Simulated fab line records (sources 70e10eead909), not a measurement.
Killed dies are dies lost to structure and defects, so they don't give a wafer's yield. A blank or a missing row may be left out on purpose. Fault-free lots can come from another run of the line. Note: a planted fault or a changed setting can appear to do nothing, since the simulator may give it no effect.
Which tool was responsible? ; flow nandHarc ; 37 wafers from 13 lots sampled at 5 of the route's 1302 steps

WHAT EACH GAUGE READ, for each wafer
NHARC_A_ONON_D1_THK_MEAS_14: measures by ellipsometry. Usual: thkNm at 999 nm, with a standard deviation of 8.6.
lot;measured;on;thkNm (nm);flag
L293;day 7 22:32;filmMetro-02;995 991 992;
L294;day 8 05:46;filmMetro-02;992 993 992;
L295;day 8 15:01;filmMetro-02;994 992 992;
L297;day 9 22:40;filmMetro-01;1009 1006 1007;
L299;day 10 09:07;filmMetro-01;1003 1002 1004;
L300;day 10 16:34;filmMetro-01;997 996 996;
L302;day 11 08:01;filmMetro-02;995 996 995;
L301;day 11 08:02;filmMetro-01;1006 1008 1007;
L303;day 12 05:04;filmMetro-01;1011 1013 1012;
L310;day 14 20:10;filmMetro-02;1002 1001;
L311;day 15 14:59;filmMetro-01;999 1000;
L314;day 16 10:29;filmMetro-02;997 996 995;
L315;day 16 21:01;filmMetro-01;995 996 994;

NHARC_END_SORT_01. Usual: killedAtArray 46, standard deviation 15; killedAtOther 0.8, standard deviation 1.1; killedAtPeriphery 4.0, standard deviation 2.9; killedDies 50, standard deviation 15; killedOpen 3.2, standard deviation 1.8; killedShort 2.3, standard deviation 1.6.
lot;measured;on;killedAtArray;killedAtOther;killedAtPeriphery;killedDies;killedOpen;killedShort;flag
L300;day 27 00:12;prober-01;48 37 42;5 4 2;12 8 6;65 49 50;5 2 3;1 2 3;

WHAT TOOL EACH LOT RAN ON (gives the tool, then ch and the chambers of the sampled wafers, and finally the start)
lot;NHARC_A_CHANNEL_HOLE_D1_ETCH_16;NHARC_A_CHANNEL_FILL_D1_ALD_14;NHARC_A_CHANNEL_FILL_D1_STRIP_29
L293;rieDiel-12 ch 0,2,3, day 9 06:29 or earlier;aldHk-01 ch 0,1,2, day 9 06:29;rieDiel-02 ch 0,1,2, no start
L294;rieDiel-12 ch 2,3, day 9 09:56 or earlier;aldHk-01 ch 1,3, day 9 09:56;rieDiel-13 ch 1,3, day 10 21:05
L295;rieDiel-12 ch 0,2,3, day 10 02:10 or earlier;aldHk-04 ch 1,2,3, day 10 02:10;rieDiel-02 ch 0,2,3, day 11 18:01
L297;rieDiel-01 ch 0,1,2, day 11 04:07 or earlier;aldHk-04 ch 0,1, day 11 04:07;rieDiel-02 ch 0,1, no start
L299;rieDiel-12 ch 0,1,2, day 11 15:15 or earlier;aldHk-04 ch 0,2,3, day 11 15:15;rieDiel-09 ch 1,2,3, no start
L300;rieDiel-05 ch 1,2,3, day 11 21:47 or earlier;aldHk-01 ch 0,1,3, day 11 21:47;rieDiel-02 ch 0,2, day 27 00:12 or earlier
L302;rieDiel-12 ch 0,1,2, day 12 15:46 or earlier;aldHk-04 ch 0,1,3, day 12 15:46;rieDiel-02 ch 1,2, no start
L301;rieDiel-12 ch 0,1,3, day 12 15:40 or earlier;aldHk-01 ch 0,2,3, day 12 15:40;rieDiel-09 ch 0,1,3, no start
L303;rieDiel-12 ch 0,2, day 13 09:30 or earlier;aldHk-01 ch 1,3, day 13 09:30;rieDiel-13 ch 0,2, no start
L310;rieDiel-12 ch 0,1, day 16 00:47 or earlier;aldHk-01 ch 1,3, day 16 00:47;rieDiel-09 ch 2,3, no start
L311;rieDiel-12 ch 2,3, day 16 22:43 or earlier;aldHk-01 ch 2,3, day 16 22:43;rieDiel-13 ch 0,2, no start
L314;rieDiel-12 ch 1,2,3, day 17 21:02 or earlier;aldHk-04 ch 0,1,3, day 17 21:02;rieDiel-02 ch 0,2,3, no start
L315;rieDiel-05 ch 1,3, day 18 01:01 or earlier;aldHk-03 ch 2,3, day 18 01:01;rieDiel-13 ch 1,2, no start
- NHARC_A_CHANNEL_HOLE_D1_ETCH_16: etches the open film in O2/COS, target depth 3100 nm, time 806 s.
- NHARC_A_CHANNEL_FILL_D1_ALD_14: deposits SiO2, target thk 2.5 nm, pulse time 10 s, ald cycles 25.
- NHARC_A_CHANNEL_FILL_D1_STRIP_29: strips in O2, time 20 s.

WHAT THE TOOLS THEMSELVES READ (means of the sampled wafers that have a number; where no wafer has one, the mark that the record gives instead)
NHARC_A_CHANNEL_HOLE_D1_ETCH_16. Usual: drypumpMotorCurrentA 5.8 A, standard deviation 0.5; oesProductAu 0.996 a.u., standard deviation 0.0076; rfVppV 314.0 V, standard deviation 1.7; showerheadPlenumPTorr 3.12 Torr, standard deviation 0.098; throttleValvePct 28.330 %, standard deviation 0.009.
lot;tool;drypumpMotorCurrentA (A);oesProductAu (a.u.);rfVppV (V);showerheadPlenumPTorr (Torr);throttleValvePct (%);flag
L293;rieDiel-12;6.1;0.991;313.8;3.11;28.334;
L294;rieDiel-12;5.8;0.999;313.0;3.05;28.330;
L295;rieDiel-12;6.1;0.992;313.8;3.11;28.335;
L297;rieDiel-01;5.7;0.998;315.8;3.24;28.329;
L299;rieDiel-12;5.8;0.999;314.0;3.13;28.332;
L300;rieDiel-05;5.5;1.005;313.7;3.11;28.332;
L302;rieDiel-12;5.8;0.994;314.2;3.12;28.327;
L301;rieDiel-12;5.9;0.992;314.7;3.12;28.332;
L303;rieDiel-12;6.2;0.997;314.5;3.17;28.332;
L310;rieDiel-12;5.8;0.991;315.8;3.16;28.323;
L311;rieDiel-12;5.8;0.998;313.7;3.04;28.332;
L314;rieDiel-12;5.6;0.994;313.2;3.05;28.344;
L315;rieDiel-05;5.6;1.011;311.7;3.00;28.338;

NHARC_A_CHANNEL_FILL_D1_ALD_14. Usual: heaterPowerW 496 W, standard deviation 51; precursorPulseHeightRel 1.000, standard deviation 0.021.
lot;tool;heaterPowerW (W);precursorPulseHeightRel;flag
L293;aldHk-01;499;0.980;
L294;aldHk-01;436;1.009;
L295;aldHk-04;515;1.004;
L297;aldHk-04;451;0.988;
L299;aldHk-04;502;1.008;
L300;aldHk-01;462;1.000;
L302;aldHk-04;495;0.999;
L301;aldHk-01;492;0.969;
L303;aldHk-01;452;1.007;
L310;aldHk-01;460;0.980;
L311;aldHk-01;516;0.992;
L314;aldHk-04;502;0.995;
L315;aldHk-03;499;1.029;

NHARC_A_CHANNEL_FILL_D1_STRIP_29. Usual: drypumpMotorCurrentA 5.7 A, standard deviation 0.47; oesProductAu 1.000 a.u., standard deviation 0.0075; rfVppV 57.7 V, standard deviation 0.89; showerheadPlenumPTorr 3.47 Torr, standard deviation 0.14; throttleValvePct 17.037 %, standard deviation 0.0087.
lot;tool;drypumpMotorCurrentA (A);oesProductAu (a.u.);rfVppV (V);showerheadPlenumPTorr (Torr);throttleValvePct (%);flag
L293;rieDiel-02;5.7;0.982;57.8;3.61;17.041;
L294;rieDiel-13;5.1;1.003;58.1;3.48;17.041;
L295;rieDiel-02;5.6;0.996;57.4;3.56;17.042;
L297;rieDiel-02;5.6;1.000;58.0;3.57;17.037;
L299;rieDiel-09;6.0;1.011;57.7;3.36;17.039;
L300;rieDiel-02;5.9;0.992;57.1;3.51;17.037;
L302;rieDiel-02;5.5;0.996;58.0;3.74;17.045;
L301;rieDiel-09;5.9;1.000;57.8;3.35;17.039;
L303;rieDiel-13;6.0;0.995;58.0;3.42;17.041;
L310;rieDiel-09;6.2;1.004;58.0;3.34;17.044;
L311;rieDiel-13;6.1;0.997;58.1;3.41;17.032;
L314;rieDiel-02;5.7;1.003;58.2;3.56;17.033;
L315;rieDiel-13;5.5;0.999;57.7;3.47;17.033;

THE ANSWER, worked out from the rows above alone
Rule: a lot is off if the mean of its wafers that have a number lies more than 3 standard deviations from the usual mean. Also off: a lot with no number at a reading for which 4 or more lots have one. The other lots that the step has rows for count as sound. First the gauges in route order, then the tools' own readings, where a lot's mean is used as printed above. The first step at which some lot is off is used, and at that step the reading that is off furthest; a lot without a number counts as furthest.
No lot is off on any of the readings shown, so nothing can be concluded from this.

WHAT WAS PUT IN BY THE SIMULATOR
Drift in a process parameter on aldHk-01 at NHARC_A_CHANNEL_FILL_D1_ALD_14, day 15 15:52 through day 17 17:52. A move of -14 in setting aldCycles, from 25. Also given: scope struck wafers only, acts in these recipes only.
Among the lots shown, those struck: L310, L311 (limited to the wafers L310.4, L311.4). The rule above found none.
